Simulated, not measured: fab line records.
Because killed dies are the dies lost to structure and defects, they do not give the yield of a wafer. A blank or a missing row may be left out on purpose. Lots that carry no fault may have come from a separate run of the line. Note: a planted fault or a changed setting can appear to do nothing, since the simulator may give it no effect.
Comparing a struck lot with a sound one -- flow n5 finfet -- 14 steps out of a route of 1938
Sound: wafers L752.2, L752.4, L752.6. Struck: wafers L746.1, L746.4, L746.6. The cause comes at the end.
Order at every step that has rows: each side's tool, ch and its chambers, its first start. Under that, the readings that differ: sound wafers -- struck wafers -- difference of the means -- sigmas: that difference in standard deviations of wafers without a fault.
alike: a reading whose means differ by less than 2 such deviations, as well as words and numbers matching on both sides. not compared: withheld readings; readings where some wafer has no value; bounds like >300 that might hide an equal value; numbers whose values overlap and for which the record gives no deviation.
The two part at a step that has a row with sigmas, a row that says differs or no value, or rows on one side only. When numbers do not overlap yet have no deviation, they are printed without sigmas and do not part them. A reading that every wafer of one side lacks parts them only if that side has two wafers or more.

N5_DUMMY_GATE_CMP_04: polishes a-Si.
  sound on cmp-03 ch 0,3, day 6 05:14; struck on cmp-03 ch 0,2,3, day 4 13:19
  alike: motor current A, time to endpoint s
N5_DUMMY_GATE_THK_MEAS_05:
  struck on film metro-01, day 4 13:29; sound on film metro-02, day 6 05:28
  alike: thk nm
then, 10 steps without rows for these wafers: N5_DUMMY_GATE_HM_DEP_06 (deposits SiNx from DCS/NH3, target thk 80 nm, time 5141 s); N5_DUMMY_GATE_PECVD_30 (deposits SiO2 from TEOS/O2, target thk 55 nm, time 10.8 s); N5_DUMMY_GATE_COAT_34 (time 60 s, resist thk 60 nm); N5_DUMMY_GATE_COAT_35 (time 60 s, resist thk 10 nm); N5_DUMMY_GATE_COAT_28 (time 60 s, resist thk 10 nm); N5_DUMMY_GATE_COAT_09 (resist thk 30 nm); N5_DUMMY_GATE_EBR_11; N5_DUMMY_GATE_SOFTBAKE_10 (time 60 s); N5_DUMMY_GATE_EXPOSE_12 (exposes mask GATE, target cd 25 nm); N5_DUMMY_GATE_PEB_13 (peb time 60 s).
N5_DUMMY_GATE_DEVELOP_14: develop time 30 s.
  struck on litho track-02, day 4 17:44; sound on litho track-02 ch 0, day 6 09:50
  no value came back on the struck wafers for chill plate temp C (C), develop time s (s), resist line temp C (C); on the sound wafers chill plate temp C (C) reads 22.94 23.00 22.99
reading,sound,struck,difference,sigmas
model.CAR-EUV_of_DUMMY_GATE_COAT_09.thk nm (nm),29.6 29.4 29.6,29.8 29.8 29.8,+0.3,
N5_DUMMY_GATE_CD_MEAS_15: target cd 25.8 nm.
  sound on cd sem-03 ch 0, day 6 09:54; struck on cd sem-03 ch 0, day 4 17:48
reading,sound,struck,difference,sigmas
cd nm (nm),24.84 24.82 24.99,- - -,no value on the struck wafers,

== WHERE THEY PART ==
At N5_DUMMY_GATE_DEVELOP_14 first; at N5_DUMMY_GATE_CD_MEAS_15 last (within this record only).

WHY: the cause the simulator had injected
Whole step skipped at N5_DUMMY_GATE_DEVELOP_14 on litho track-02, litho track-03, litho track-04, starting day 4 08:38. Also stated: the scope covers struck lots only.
